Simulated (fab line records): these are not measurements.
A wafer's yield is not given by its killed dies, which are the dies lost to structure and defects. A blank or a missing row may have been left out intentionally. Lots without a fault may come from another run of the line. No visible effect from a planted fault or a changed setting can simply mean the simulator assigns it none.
Matching of chambers / flow n5 finfet / N5_HKMG_FIN_ALD_91 on ald metal-02: 4 sister chambers
The step deposits TiN, target thk 1 nm, pulse time 1 s, purge time 3 s. 20 wafers are shown with their chamber, then 10 later ones without.

## WAFERS, EACH WITH ITS CHAMBER
wafer=L077.1; chamber=1; heater power w (W)=897; susceptor temp C (C)=399.98; precursor pulse height rel=0.990
wafer=L077.3; chamber=2; heater power w (W)=973; susceptor temp C (C)=400.43; precursor pulse height rel=1.011
wafer=L077.5; chamber=3; heater power w (W)=899; susceptor temp C (C)=400.06; precursor pulse height rel=0.959
wafer=L078.4; chamber=3; heater power w (W)=926; susceptor temp C (C)=399.79; precursor pulse height rel=1.037
wafer=L078.5; chamber=1; heater power w (W)=868; susceptor temp C (C)=399.84; precursor pulse height rel=1.011
wafer=L078.6; chamber=0; heater power w (W)=1021; susceptor temp C (C)=400.22; precursor pulse height rel=1.000
wafer=L081.1; chamber=1; heater power w (W)=900; susceptor temp C (C)=400.23; precursor pulse height rel=0.995
wafer=L081.3; chamber=2; heater power w (W)=965; susceptor temp C (C)=400.24; precursor pulse height rel=1.019
wafer=L081.6; chamber=2; heater power w (W)=940; susceptor temp C (C)=400.11; precursor pulse height rel=0.989
wafer=L083.1; chamber=1; heater power w (W)=887; susceptor temp C (C)=400.09; precursor pulse height rel=0.998
wafer=L083.3; chamber=3; heater power w (W)=919; susceptor temp C (C)=400.01; precursor pulse height rel=1.004
wafer=L083.4; chamber=0; heater power w (W)=1008; susceptor temp C (C)=400.40; precursor pulse height rel=1.001
wafer=L086.2; chamber=2; heater power w (W)=971; susceptor temp C (C)=399.86; precursor pulse height rel=1.020
wafer=L086.4; chamber=0; heater power w (W)=1000; susceptor temp C (C)=399.82; precursor pulse height rel=1.000
wafer=L086.5; chamber=2; heater power w (W)=965; susceptor temp C (C)=400.04; precursor pulse height rel=0.978
wafer=L088.4; chamber=1; heater power w (W)=903; susceptor temp C (C)=399.91; precursor pulse height rel=0.981
wafer=L088.5; chamber=3; heater power w (W)=923; susceptor temp C (C)=400.40; precursor pulse height rel=1.011
wafer=L088.6; chamber=2; heater power w (W)=941; susceptor temp C (C)=399.99; precursor pulse height rel=1.024
wafer=L092.2; chamber=1; heater power w (W)=920; susceptor temp C (C)=399.76; precursor pulse height rel=1.009
wafer=L092.3; chamber=2; heater power w (W)=961; susceptor temp C (C)=400.04; precursor pulse height rel=0.983

SIGNATURES (averages over the wafers above)
reading=heater power w; chamber 0=1009.67; chamber 1=895.83; chamber 2=959.43; chamber 3=916.75; scatter within a chamber=14.3
reading=susceptor temp C; chamber 0=400.1467; chamber 1=399.9683; chamber 2=400.1014; chamber 3=400.0650; scatter within a chamber=0.212
reading=precursor pulse height rel; chamber 0=1.00033; chamber 1=0.99733; chamber 2=1.00343; chamber 3=1.00275; scatter within a chamber=0.0195
Rule: for each reading, subtract the chamber's mean from the wafer's reading, divide by that reading's scatter and square the result; add these up over the readings and take the root, which gives the wafer's distance from the chamber. The wafer belongs to the nearest chamber; if the next one is less than 2 further off, it can't be placed. How the scatter is found: for the shown wafers, subtract from each reading the mean of its chamber, square and add these, divide the total by (wafers less chambers), then take the root.

## WAFERS WHOSE CHAMBER IS MISSING
wafer=L092.6; heater power w (W)=902; susceptor temp C (C)=399.58; precursor pulse height rel=0.984
wafer=L093.1; heater power w (W)=1026; susceptor temp C (C)=400.02; precursor pulse height rel=1.032
wafer=L093.2; heater power w (W)=882; susceptor temp C (C)=399.81; precursor pulse height rel=0.968
wafer=L093.6; heater power w (W)=967; susceptor temp C (C)=399.89; precursor pulse height rel=0.985
wafer=L095.2; heater power w (W)=964; susceptor temp C (C)=400.18; precursor pulse height rel=1.016
wafer=L095.3; heater power w (W)=999; susceptor temp C (C)=400.33; precursor pulse height rel=0.978
wafer=L095.5; heater power w (W)=1030; susceptor temp C (C)=400.10; precursor pulse height rel=1.026
wafer=L097.4; heater power w (W)=995; susceptor temp C (C)=400.22; precursor pulse height rel=0.993
wafer=L097.5; heater power w (W)=900; susceptor temp C (C)=399.73; precursor pulse height rel=0.941
wafer=L097.6; heater power w (W)=969; susceptor temp C (C)=400.13; precursor pulse height rel=1.004

## CHAMBER TAKEN BY EACH
wafer=L092.6; from the rows above=can't be placed: 1 or 3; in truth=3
wafer=L093.1; from the rows above=0; in truth=0
wafer=L093.2; from the rows above=can't be placed: 1 or 3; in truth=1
wafer=L093.6; from the rows above=can't be placed: 2 or 0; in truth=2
wafer=L095.2; from the rows above=2; in truth=2
wafer=L095.3; from the rows above=can't be placed: 0 or 2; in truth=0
wafer=L095.5; from the rows above=0; in truth=0
wafer=L097.4; from the rows above=can't be placed: 0 or 2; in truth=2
wafer=L097.5; from the rows above=can't be placed: 1 or 3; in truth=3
wafer=L097.6; from the rows above=2; in truth=2
Correctly placed: 4 of 10. Can't be placed from these rows: 6 (the true chamber is among the candidates in 6). Wrongly placed: 0.
